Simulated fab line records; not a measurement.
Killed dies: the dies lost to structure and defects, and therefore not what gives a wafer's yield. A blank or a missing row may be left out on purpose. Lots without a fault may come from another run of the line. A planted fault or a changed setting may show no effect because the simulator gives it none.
Split-lot study + flow n5Finfet + 21 wafers read from 7 lots, route of 1938 steps

ON THE SPLIT
At N5_BEOL_M3_ETCH_41 (etches SiCN in CH3F/O2, target depth 29.9 nm, time 52.5 s), the setting targetDepthA was moved away from the recipe's 299 angstrom on 7 of the 21 wafers read, by -10.5% to +11.0%. All remaining wafers had this setting at the recipe value.

The split's own step is where the reading is taken.

THE READING
etch.depthNm (the simulator's own value, which no gauge read), in nm, at N5_BEOL_M3_ETCH_41 (etches SiCN in CH3F/O2, target depth 29.9 nm, time 52.5 s). There is no usual value for it anywhere in the file. The 14 wafers here that ran the recipe average 19.75 nm, standard deviation 0.36 nm.

| wafer  | tool, chamber at the split | targetDepthA as run, angstrom | against the recipe | etch.depthNm, nm | against lot-mates on the recipe |
|--------|----------------------------|-------------------------------|--------------------|------------------|---------------------------------|
| L080.2 | rieDiel-06, 0              | 299                           | recipe             | 19.25            | -                               |
| L080.3 | rieDiel-06, 2              | 269.1                         | -10.0%             | 17.67            | -1.81                           |
| L080.6 | rieDiel-06, 1              | 299                           | recipe             | 19.71            | -                               |
| L086.2 | rieDiel-01, 3              | 299                           | recipe             | 19.64            | -                               |
| L086.3 | rieDiel-01, 0              | 324.3                         | +8.5%              | 20.93            | +1.46                           |
| L086.5 | rieDiel-01, 0              | 299                           | recipe             | 19.29            | -                               |
| L084.1 | rieDiel-01, 2              | 299                           | recipe             | 19.81            | -                               |
| L084.4 | rieDiel-01, 3              | 267.7                         | -10.5%             | 17.79            | -2.02                           |
| L084.5 | rieDiel-01, 0              | 267.7                         | -10.5%             | 17.62            | -2.19                           |
| L088.1 | rieDiel-05, 0              | 299                           | recipe             | 19.92            | -                               |
| L088.4 | rieDiel-05, 1              | 299                           | recipe             | 19.91            | -                               |
| L088.5 | rieDiel-05, 2              | 299                           | recipe             | 19.71            | -                               |
| L087.4 | rieDiel-01, 3              | 331.9                         | +11.0%             | 21.96            | +2.51                           |
| L087.5 | rieDiel-01, 3              | 331.9                         | +11.0%             | 21.8             | +2.35                           |
| L087.6 | rieDiel-01, 0              | 299                           | recipe             | 19.45            | -                               |
| L091.1 | rieDiel-06, 3              | 299                           | recipe             | 20.44            | -                               |
| L091.6 | rieDiel-06, 3              | 299                           | recipe             | 20.44            | -                               |
| L091.3 | rieDiel-06, 0              | 299                           | recipe             | 19.33            | -                               |
| L096.1 | rieDiel-01, 2              | 316.7                         | +5.9%              | 21.11            | +1.34                           |
| L096.5 | rieDiel-01, 2              | 299                           | recipe             | 19.87            | -                               |
| L096.6 | rieDiel-01, 3              | 299                           | recipe             | 19.68            | -                               |

THE FIT
A straight line over all 21 wafers: etch.depthNm changes by +0.193 nm for each +1% of targetDepthA; r = +0.96; the points scatter about the line by 0.33 nm.
The same after taking each lot's own level away (the mean of its wafers on the recipe; 21 wafers): +0.203 nm for each +1%; r = +0.98; scatter 0.26 nm.
According to that fit, moving targetDepthA by its largest amount changes the reading by 2.2 nm.
From 19.450 to 20.070 nm: that is the span of the lots' own levels, equal to 1.7 times the standard deviation above.
So the lot-to-lot level changes the slope little: the two slopes agree.
Check: for one of the wafers moved furthest among these (+11.0%), held out of the fit, the line's prediction against its lot-mates is +2.19 nm. Against them it came out at +2.51 nm.

OTHER SPLITS APPLIED TO THESE WAFERS
Other splits were also applied to these wafers ahead of the reading. Each is held against what the fit with the lots' levels taken away leaves over:
| other split on the same wafers  | wafers away from the commonest value | r with etch.depthNm (lot level and that fit taken away) |
|---------------------------------|--------------------------------------|---------------------------------------------------------|
| N5_BEOL_M2_HM_DEP_02 targetThkA | 9                                    | -0.01                                                   |

THE FILE'S OWN FIT
etch.depthNm changes by +0.199 nm for each +1% of targetDepthA, r = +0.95.
